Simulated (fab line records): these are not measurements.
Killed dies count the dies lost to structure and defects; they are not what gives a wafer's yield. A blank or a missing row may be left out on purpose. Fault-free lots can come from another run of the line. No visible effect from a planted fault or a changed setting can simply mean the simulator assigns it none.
Matching of chambers -- flow nandHarc -- NHARC_P_GATE_DESCUM_93 on rieDiel-05 has 3 sister chambers
The step chemistry O2, time 3 s. 6 wafers are shown with their chamber, then 7 later ones without.

## WAFERS PAIRED WITH THEIR CHAMBERS
wafer,chamber,showerheadPlenumPTorr (Torr),rfVppV (V)
L233.2,3,2.04,58.1
L237.1,1,2.03,57.0
L237.3,3,2.03,59.8
L237.6,2,1.98,59.1
L244.1,2,1.98,58.1
L244.2,1,2.03,57.8

## WAFERS WITH NO CHAMBER GIVEN
wafer,showerheadPlenumPTorr (Torr),rfVppV (V)
L244.6,2.03,56.7
L243.3,2.03,57.1
L243.4,2.03,58.6
L243.5,2.03,57.1
L249.1,2.03,58.9
L249.3,2.03,58.4
L249.4,1.98,59.0

## EACH ONE'S CHAMBER
wafer,from the rows above,in truth
L244.6,1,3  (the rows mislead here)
L243.3,1,1
L243.4,can't be placed: 3 or 1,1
L243.5,1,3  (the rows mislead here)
L249.1,can't be placed: 3 or 1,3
L249.3,can't be placed: 1 or 3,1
L249.4,2,2
Correct placement for 2 of the 7. From these rows, 3 cannot be placed; in 3 the true chamber is one of the candidates. Number placed wrongly: 2.
How it was worked out, from the rows above alone: a wafer's distance from a chamber is the root of the sum, over the readings, of the square of ((its reading less the chamber's mean) divided by the reading's scatter). The wafer belongs to the nearest chamber; if the next one is less than 2 further off, it can't be placed. A chamber's mean is the mean of its shown wafers. The scatter: take each reading less its chamber's mean, square it, sum over the shown wafers, divide by the number of wafers less the number of chambers, and take the root.
